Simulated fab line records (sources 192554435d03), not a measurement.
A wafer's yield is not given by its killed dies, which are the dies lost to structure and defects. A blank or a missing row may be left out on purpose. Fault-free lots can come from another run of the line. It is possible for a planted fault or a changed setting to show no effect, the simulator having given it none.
A lot that was struck, set against a sound lot | flow n5 finfet | 41 out of 1938 route steps
Sound: wafers L717.3, L717.5, L717.6. Struck: wafer L730.1; the same lot's L730.3 was not struck, so it is left out; see the end for the cause.
At each step with rows: each side's tool, then ch and its chambers, then its first start. Under that, the readings that differ: sound wafers | struck wafers | difference of the means | sigmas: that difference in standard deviations of wafers without a fault.
alike: a reading whose means differ by less than 2 such deviations, as well as words and numbers matching on both sides. not compared: withheld readings; readings where some wafer has no value; bounds like >300 that might hide an equal value; numbers whose values overlap and for which the record gives no deviation.
A row with sigmas, a row that says differs or no value, or rows on one side alone: a step with any of these is where the two part. Numbers that don't overlap but have no deviation are shown without sigmas and don't part them. A reading missing from all wafers of one side parts the sides only when that side holds two or more wafers.

first, 11 steps without rows for these wafers: N5_GATE_CUT_ETCHBACK_00 (etches W in SF6/Cl2); N5_GATE_CUT_ETCH_56 (etches TiN in Cl2/Ar, target depth 21.6 nm); N5_GATE_CUT_ETCHBACK_30 (etches TiN in Cl2/Ar, target depth 3 nm); N5_GATE_CUT_VAPOR_ETCH_60 (etches HfO2 in BCl3/Cl2); N5_GATE_CUT_ETCH_58 (etches SiNx in CH3F/O2, target depth 17 nm, time 128.6 s); N5_GATE_CUT_STRIP_59 (strips in N2/H2, time 20 s); N5_GATE_CUT_PRECLEAN_31 (cleans in DIW, time 300 s); N5_GATE_CUT_SRD_32 (time 30 s); N5_GATE_CUT_SAC_CAP_01 (material SiNx, target thk 24 nm, pulse time 1 s, ald cycles 480); N5_GATE_CUT_PECVD_57 (deposits SiNx from SiH4/NH3/N2, target thk 21 nm); N5_GATE_CUT_CMP_02 (polishes, stops on SiO2, t overpolish 12.7 s, target thk 0 nm).
N5_GATE_CUT_HM_DEP_46: deposits SiO2 from TEOS/O2, target thk 130 nm, time 26.6 s.
  sound on pecvd-03 ch 0,1, day 5 04:44; struck on pecvd-03 ch 2, day 8 11:46
  reading                                      | sound           | struck | difference | sigmas
  model.SiO2_of_GATE_CUT_HM_DEP_46.thk nm (nm) | 128.6 131 130.2 | 40.2   | -89.7      |
  alike: heater power w, showerhead plenum p Torr, showerhead vpp V, throttle valve pct
then, 15 steps without rows for these wafers: N5_GATE_CUT_COAT_34 (time 60 s, resist thk 60 nm); N5_GATE_CUT_COAT_35 (time 60 s, resist thk 10 nm); N5_GATE_CUT_COAT_27 (time 60 s, resist thk 10 nm); N5_GATE_CUT_COAT_07 (resist thk 30 nm); N5_GATE_CUT_EBR_09; N5_GATE_CUT_SOFTBAKE_08 (time 60 s); N5_GATE_CUT_EXPOSE_10 (exposes mask GATE CUT, target cd 20 nm); N5_GATE_CUT_PEB_11 (peb time 60 s); N5_GATE_CUT_DEVELOP_12 (develop time 30 s); N5_GATE_CUT_DESCUM_18 (chemistry O2, time 7 s); N5_GATE_CUT_ETCH_28 (etches underlayer in N2/H2, target depth 13 nm, time 10.4 s); N5_GATE_CUT_ETCH_36 (etches SiARC in CF4, target depth 13 nm, time 21.7 s); N5_GATE_CUT_ETCH_37 (etches SOC in N2/H2, target depth 60 nm, overetch 12 nm, time 90 s); N5_GATE_CUT_STRIP_38 (strips in N2/H2); N5_GATE_CUT_STRIP_39 (strips in N2/H2).
N5_GATE_CUT_HM_OPEN_40: chemistry C4F6/O2, target SiO2, target depth 139 nm, time 85.1 s.
  sound on rie diel-04 ch 0,3, day 5 05:29; struck on rie diel-04 ch 2, day 8 12:26
  reading                                   | sound             | struck | difference | sigmas
  etch rf on time s (s)                     | 92.7 93.2 93.4    | 28.6   | -64.5      | -28
  oes product au (a.u.)                     | 0.63 0.68 0.63    | 0.86   | +0.21      | +3
  model.etch.depth nm (nm)                  | 128.6 130.9 130.1 | 40.18  | -89.69     |
  model.SOC_of_GATE_CUT_COAT_34.thk nm (nm) | 33 31.2 32.6      | 51.4   | +19.1      |
  alike: bias w, drypump motor current A, rf vpp V, showerhead plenum p Torr, throttle valve pct
  not compared: rf hours counter h, model.GATE_CUT.cd nm
then, 2 steps without rows for these wafers: N5_GATE_CUT_STRIP_41 (strips in CF4); N5_GATE_CUT_STRIP_42 (strips in O2).
N5_GATE_CUT_ETCH_19: etches SiNx in CH3F/O2, target depth 53.7 nm, time 76.7 s.
  sound on rie diel-04 ch 0,3, day 5 05:36; struck on rie diel-04 ch 2, day 8 12:33
  reading               | sound          | struck | difference | sigmas
  oes product au (a.u.) | 0.59 0.65 0.59 | 0.80   | +0.19      | +3
  alike: bias w, drypump motor current A, etch rf on time s, rf vpp V, showerhead plenum p Torr, throttle valve pct
  not compared: rf hours counter h, model.GATE_CUT.cd nm
then, 7 steps without rows for these wafers: N5_GATE_CUT_CUT_ETCH_53 (etches W in SF6/Cl2, target depth 79.2 nm); N5_GATE_CUT_CUT_ETCH_54 (etches TiN in Cl2/BCl3, target depth 96.7 nm); N5_GATE_CUT_CUT_ETCH_55 (etches HfO2 in BCl3, target depth 3.2 nm); N5_GATE_CUT_ETCH_47 (etches SiO2 in Cl2/BCl3, target depth 10 nm); N5_GATE_CUT_VAPOR_ETCH_48 (etches TiN in BCl3/Cl2); N5_GATE_CUT_VAPOR_ETCH_49 (etches TiAlC in BCl3/Cl2); N5_GATE_CUT_VAPOR_ETCH_51 (etches HfO2 in BCl3/Cl2).
N5_GATE_CUT_THK_MEAS_24:
  sound on film metro-02 at day 5 07:56; struck on film metro-02 at day 8 15:59
  reading          | sound             | struck | difference | sigmas
  GC_FILL_THK (nm) | 219.0 220.7 217.7 | 130.6  | -88.5      | -38
N5_GATE_CUT_CMP_43: polishes SiO2.
  sound on cmp-04 ch 0,3, day 5 08:03; struck on cmp-03 ch 3, day 8 16:05
  reading                                      | sound | struck | difference | sigmas
  model.SiO2_of_GATE_CUT_HM_DEP_46.thk nm (nm) | 5 5 5 | 0.6    | -4.4       |
  alike: motor current A
-- a jump in the record: the struck wafers' starts before and after are 3 days apart (it breaks off in module GATE_CUT and resumes in module BEOL_M4, where the first step shown is number 1111 of the route) --
N5_BEOL_M4_RC_MEAS_101:
  sound on prober-02 ch 0, day 8 15:25; struck on prober-02 ch 0, day 11 15:35
  alike: DIBL_N, DIBL_P, IOFF_N, IOFF_P, ION_N, ION_P, SS_N, SS_P, VT_N, VT_P

WHERE THEY PART
At N5_GATE_CUT_HM_OPEN_40 first; at N5_GATE_CUT_THK_MEAS_24 last (within this record only). Later steps at which nothing parts them and some readings are alike: N5_GATE_CUT_CMP_43, N5_BEOL_M4_RC_MEAS_101.

WHY: whatever the simulator had introduced
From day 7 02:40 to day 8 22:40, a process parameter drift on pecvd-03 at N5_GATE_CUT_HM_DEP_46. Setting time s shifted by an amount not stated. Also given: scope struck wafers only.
